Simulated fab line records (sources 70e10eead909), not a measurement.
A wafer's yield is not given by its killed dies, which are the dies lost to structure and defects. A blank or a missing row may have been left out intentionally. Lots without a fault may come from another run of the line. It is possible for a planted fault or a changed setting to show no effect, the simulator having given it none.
A struck lot beside a sound one || flow nand-harc || 14 out of 1302 route steps
Sound: the wafers L600.3, L600.4, L600.5. Struck: wafers L594.1, L594.2, L594.4. Last of all comes the cause.
For every step that has rows: the tool of each side, followed by ch and its chambers, followed by its first start. Under that, the readings that differ: sound wafers || struck wafers || difference of the means || sigmas: that difference in standard deviations of wafers without a fault.
alike: a reading whose means differ by less than 2 such deviations, as well as words and numbers matching on both sides. not compared: withheld readings; readings where some wafer has no value; bounds like >300 that might hide an equal value; numbers whose values overlap and for which the record gives no deviation.
Wherever a step has rows on one side only, a row that says differs or no value, or a row with sigmas, the two part there. Non-overlapping numbers with no deviation appear without sigmas and do not part them. Lack of a reading on every wafer of one side parts them only where that side has two or more wafers.

NHARC_A_CONTACT_ETCH_138: etches the open film in C4F8/O2/Ar, time 311 s, target depth 1914 nm.
  sound on har-cap-etch-01 ch 0,1, day 26 00:29; struck on har-cap-etch-01 ch 0,1, day 23 12:26
  not compared: rf-hours-counter-h
NHARC_A_CONTACT_ETCH_139: etches the open film in C4F8/O2/Ar, time 195 s, target depth 840 nm.
  sound on har-cap-etch-01 ch 0,1, day 26 00:46; struck on har-cap-etch-01 ch 0,1, day 23 12:48
  not compared: rf-hours-counter-h
NHARC_A_CONTACT_ETCH_92: etches the open film in CH3F/O2, target depth 40 nm, time 85.7 s.
  sound on rie-diel-05 ch 0,1,2, day 26 01:14; struck on rie-diel-07 ch 1,2,3, day 23 13:27
  alike: drypump-motor-current-A, mfc-ar-sccm, oes-product-au, rf-vpp-V, showerhead-plenum-p-Torr, throttle-valve-pct
  not compared: rf-hours-counter-h
then, 1 step without rows for these wafers: NHARC_A_CONTACT_ETCH_98 (etches the open film in C4F6/O2, target depth 20 nm, time 10 s).
NHARC_A_CONTACT_CD_MEAS_15:
  sound: cd-sem-03 at day 26 01:28; struck: cd-sem-02 at day 23 13:40
{"reading": "cd-nm (nm)", "sound": "191.5 191.3 191.5", "struck": "189.5 189.3 189.6", "difference": -2.0, "sigmas": -3}
then, 4 steps without rows for these wafers: NHARC_A_CONTACT_STRIP_107 (strips in N2/H2); NHARC_A_CONTACT_STRIP_108 (strips in CF4/CHF3); NHARC_A_CONTACT_STRIP_109 (strips in O2/COS); NHARC_A_CONTACT_ETCH_110 (etches the open film in CF4/O2, target depth 60 nm, overetch 6 nm, time 33 s).
NHARC_A_CONTACT_STRIP_26: strips in O2.
  sound: rie-diel-07 ch 0,1,3; struck: rie-diel-07 ch 1,2,3
  alike: drypump-motor-current-A, mfc-ar-sccm, oes-product-au, rf-vpp-V, showerhead-plenum-p-Torr, throttle-valve-pct
  not compared: rf-hours-counter-h
then, 1 step without rows for these wafers: NHARC_A_CONTACT_STRIP_27 (strips in post etch residue remover, time 600 s).
NHARC_A_CONTACT_ALD_18: deposits TiN, target thk 3 nm, pulse time 1 s, ald cycles 150.
  sound on ald-metal-01 ch 1,3, day 26 02:28; struck on ald-metal-01 ch 0,1,3, day 23 14:40
  alike: heater-power-w, precursor-pulse-height-rel
NHARC_A_CONTACT_CVD_19: deposits W, target thk 300 nm, time 802 s.
  sound on cvd-w-02 ch 0,1, day 26 02:56; struck on cvd-w-01 ch 0,1, day 23 14:55
  no value came back on the struck wafers for any of 6 readings (chamber-pressure-Torr (Torr), heater-power-outer-w (W) and others); on the sound wafers chamber-pressure-Torr (Torr) reads 39.82 39.97 40.02
NHARC_A_CONTACT_CMP_20: polishes, t overpolish 30 s, target thk 300 nm.
  sound on cmp-04 ch 0,2, day 26 03:34; struck on cmp-03 ch 0,1,3, day 23 15:48
{"reading": "time-to-endpoint-s (s)", "sound": "61.2 60.0 61.7", "struck": "0.6 0.0 3.4", "difference": -59.6, "sigmas": -22}
  alike: motor-current-A, overpolish-run-s

## WHERE THEY PART
First at NHARC_A_CONTACT_CD_MEAS_15; last, within this record, at NHARC_A_CONTACT_CMP_20.

WHY: what had been put in by the simulator
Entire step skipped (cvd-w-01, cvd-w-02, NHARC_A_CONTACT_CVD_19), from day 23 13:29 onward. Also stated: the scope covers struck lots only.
